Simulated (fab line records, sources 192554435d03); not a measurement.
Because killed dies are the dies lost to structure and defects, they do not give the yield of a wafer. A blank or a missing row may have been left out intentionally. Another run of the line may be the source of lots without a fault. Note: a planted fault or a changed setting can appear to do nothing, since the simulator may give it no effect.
Split-lot trial :: flow n5Finfet :: 39 wafers read from 7 lots, route of 1938 steps

## ON THE SPLIT
At N5_HKMG_FIN_ETCH_32 (etches SOC in N2/H2, target depth 240 nm, time 300 s), the setting sourceW was moved away from the recipe's 840 W on 15 of the 39 wafers read, by -14.4% to +12.8%. The other wafers ran this setting at the recipe's value.

The reading is taken at the split's own step.

## THE READING
rfVppV, in V, at N5_HKMG_FIN_ETCH_32 (etches SOC in N2/H2, target depth 240 nm, time 300 s). On this fab line, fault-free wafers typically give 523.4 V with a standard deviation of 2.1 V.

wafer: L076.1
tool, chamber at the split: rieDiel-05, 1
sourceW as run, W: 840
against the recipe: recipe
rfVppV, V: 524.3
against lot-mates on the recipe: -

wafer: L076.3
tool, chamber at the split: rieDiel-05, 2
sourceW as run, W: 840
against the recipe: recipe
rfVppV, V: 526.7
against lot-mates on the recipe: -

wafer: L076.6
tool, chamber at the split: rieDiel-05, 0
sourceW as run, W: 840
against the recipe: recipe
rfVppV, V: 524.2
against lot-mates on the recipe: -

wafer: L081.1
tool, chamber at the split: rieDiel-03, 2
sourceW as run, W: 840
against the recipe: recipe
rfVppV, V: 522.7
against lot-mates on the recipe: -

wafer: L081.2
tool, chamber at the split: rieDiel-03, 3
sourceW as run, W: 840
against the recipe: recipe
rfVppV, V: 523.1
against lot-mates on the recipe: -

wafer: L081.3
tool, chamber at the split: rieDiel-03, 1
sourceW as run, W: 840
against the recipe: recipe
rfVppV, V: 524.9
against lot-mates on the recipe: -

wafer: L081.4
tool, chamber at the split: rieDiel-03, 0
sourceW as run, W: 840
against the recipe: recipe
rfVppV, V: 522.5
against lot-mates on the recipe: -

wafer: L081.5
tool, chamber at the split: rieDiel-03, 1
sourceW as run, W: 840
against the recipe: recipe
rfVppV, V: 525.2
against lot-mates on the recipe: -

wafer: L081.6
tool, chamber at the split: rieDiel-03, 2
sourceW as run, W: 840
against the recipe: recipe
rfVppV, V: 521.0
against lot-mates on the recipe: -

wafer: L082.1
tool, chamber at the split: rieDiel-05, 1
sourceW as run, W: 840
against the recipe: recipe
rfVppV, V: 524.0
against lot-mates on the recipe: -

wafer: L082.2
tool, chamber at the split: rieDiel-05, 3
sourceW as run, W: 718.7
against the recipe: -14.4%
rfVppV, V: 551.1
against lot-mates on the recipe: +26.5

wafer: L082.3
tool, chamber at the split: rieDiel-05, 0
sourceW as run, W: 718.7
against the recipe: -14.4%
rfVppV, V: 550.6
against lot-mates on the recipe: +26.0

wafer: L082.4
tool, chamber at the split: rieDiel-05, 2
sourceW as run, W: 840
against the recipe: recipe
rfVppV, V: 525.9
against lot-mates on the recipe: -

wafer: L082.5
tool, chamber at the split: rieDiel-05, 2
sourceW as run, W: 718.7
against the recipe: -14.4%
rfVppV, V: 553.9
against lot-mates on the recipe: +29.3

wafer: L082.6
tool, chamber at the split: rieDiel-05, 1
sourceW as run, W: 840
against the recipe: recipe
rfVppV, V: 523.9
against lot-mates on the recipe: -

wafer: L083.1
tool, chamber at the split: rieDiel-06, 2
sourceW as run, W: 911.1
against the recipe: +8.5%
rfVppV, V: 505.4
against lot-mates on the recipe: -18.2

wafer: L083.2
tool, chamber at the split: rieDiel-06, 0
sourceW as run, W: 840
against the recipe: recipe
rfVppV, V: 526.7
against lot-mates on the recipe: -

wafer: L083.3
tool, chamber at the split: rieDiel-06, 1
sourceW as run, W: 840
against the recipe: recipe
rfVppV, V: 523.5
against lot-mates on the recipe: -

wafer: L083.4
tool, chamber at the split: rieDiel-06, 3
sourceW as run, W: 911.1
against the recipe: +8.5%
rfVppV, V: 507.4
against lot-mates on the recipe: -16.2

wafer: L083.5
tool, chamber at the split: rieDiel-06, 3
sourceW as run, W: 911.1
against the recipe: +8.5%
rfVppV, V: 507.4
against lot-mates on the recipe: -16.2

wafer: L083.6
tool, chamber at the split: rieDiel-06, 2
sourceW as run, W: 840
against the recipe: recipe
rfVppV, V: 520.7
against lot-mates on the recipe: -

wafer: L085.1
tool, chamber at the split: rieDiel-05, 2
sourceW as run, W: 840
against the recipe: recipe
rfVppV, V: 526.9
against lot-mates on the recipe: -

wafer: L085.2
tool, chamber at the split: rieDiel-05, 0
sourceW as run, W: 947.4
against the recipe: +12.8%
rfVppV, V: 504.1
against lot-mates on the recipe: -21.5

wafer: L085.3
tool, chamber at the split: rieDiel-05, 1
sourceW as run, W: 947.4
against the recipe: +12.8%
rfVppV, V: 502.9
against lot-mates on the recipe: -22.7

wafer: L085.4
tool, chamber at the split: rieDiel-05, 3
sourceW as run, W: 947.4
against the recipe: +12.8%
rfVppV, V: 501.5
against lot-mates on the recipe: -24.1

wafer: L085.5
tool, chamber at the split: rieDiel-05, 2
sourceW as run, W: 840
against the recipe: recipe
rfVppV, V: 526.7
against lot-mates on the recipe: -

wafer: L085.6
tool, chamber at the split: rieDiel-05, 3
sourceW as run, W: 840
against the recipe: recipe
rfVppV, V: 523.3
against lot-mates on the recipe: -

wafer: L086.1
tool, chamber at the split: rieDiel-05, 2
sourceW as run, W: 840
against the recipe: recipe
rfVppV, V: 527.0
against lot-mates on the recipe: -

wafer: L086.2
tool, chamber at the split: rieDiel-05, 0
sourceW as run, W: 735.9
against the recipe: -12.4%
rfVppV, V: 546.5
against lot-mates on the recipe: +22.1

wafer: L086.3
tool, chamber at the split: rieDiel-05, 1
sourceW as run, W: 735.9
against the recipe: -12.4%
rfVppV, V: 548.1
against lot-mates on the recipe: +23.7

wafer: L086.4
tool, chamber at the split: rieDiel-05, 3
sourceW as run, W: 735.9
against the recipe: -12.4%
rfVppV, V: 545.6
against lot-mates on the recipe: +21.2

wafer: L086.5
tool, chamber at the split: rieDiel-05, 1
sourceW as run, W: 840
against the recipe: recipe
rfVppV, V: 524.2
against lot-mates on the recipe: -

wafer: L086.6
tool, chamber at the split: rieDiel-05, 0
sourceW as run, W: 840
against the recipe: recipe
rfVppV, V: 521.9
against lot-mates on the recipe: -

wafer: L091.1
tool, chamber at the split: rieDiel-06, 3
sourceW as run, W: 732.6
against the recipe: -12.8%
rfVppV, V: 545.2
against lot-mates on the recipe: +21.6

wafer: L091.2
tool, chamber at the split: rieDiel-06, 1
sourceW as run, W: 732.6
against the recipe: -12.8%
rfVppV, V: 547.9
against lot-mates on the recipe: +24.3

wafer: L091.3
tool, chamber at the split: rieDiel-06, 0
sourceW as run, W: 840
against the recipe: recipe
rfVppV, V: 525.4
against lot-mates on the recipe: -

wafer: L091.4
tool, chamber at the split: rieDiel-06, 0
sourceW as run, W: 840
against the recipe: recipe
rfVppV, V: 525.1
against lot-mates on the recipe: -

wafer: L091.5
tool, chamber at the split: rieDiel-06, 1
sourceW as run, W: 732.6
against the recipe: -12.8%
rfVppV, V: 546.7
against lot-mates on the recipe: +23.1

wafer: L091.6
tool, chamber at the split: rieDiel-06, 3
sourceW as run, W: 840
against the recipe: recipe
rfVppV, V: 520.3
against lot-mates on the recipe: -

THE FIT
A straight line over all 39 wafers: rfVppV changes by -1.82 V for each +1% of sourceW; r = -0.99; the points scatter about the line by 2 V.
The same after taking each lot's own level away (the mean of its wafers on the recipe; 39 wafers): -1.84 V for each +1%; r = -0.99; scatter 1.7 V.
According to that fit, moving sourceW by its largest amount changes the reading by 27 V.
The lots' own levels span 523.23 to 525.63 V, that is 1.1 times the standard deviation above.
The two slopes agree, so the slope changes little with the lot-to-lot level.
Check: with one of the wafers moved furthest among these (-14.4%) left out of the fit, the line predicts +26.5 V for it against its lot-mates. Against them it came out at +26.5 V.
Tool readings at the split's step, against how far the setting was moved: rfVppV r = -0.99.

## THESE WAFERS: OTHER SPLITS
Before the reading, these wafers also passed through other splits. Each is held against what the fit with the lots' levels taken away leaves over:
other split on the same wafers: N5_DUMMY_GATE_ETCH_32 timeS
wafers away from the commonest value: 15
r with rfVppV (lot level and that fit taken away): +0.18

## THE WHOLE CHAIN: every reading that the file lists as answering this split, in the file's order
step: N5_HKMG_FIN_ETCH_32
what it does: etches SOC in N2/H2, target depth 240 nm, time 300 s
reading: rfVppV
change (the file's fit): -1.84 V for each +1% of the setting
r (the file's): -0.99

step: N5_HKMG_FIN_ETCH_32
what it does: etches SOC in N2/H2, target depth 240 nm, time 300 s
reading: HKMG_FIN.featureDepthNm (the simulator's own value, which no gauge read)
change (the file's fit): +1.75 nm for each +1% of the setting
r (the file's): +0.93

step: N5_HKMG_FIN_ETCH_32
what it does: etches SOC in N2/H2, target depth 240 nm, time 300 s
reading: etch.depthNm (the simulator's own value, which no gauge read)
change (the file's fit): +1.75 nm for each +1% of the setting
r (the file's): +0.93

## THE FILE'S OWN FIT
rfVppV changes by -1.84 V for each +1% of sourceW, r = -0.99.
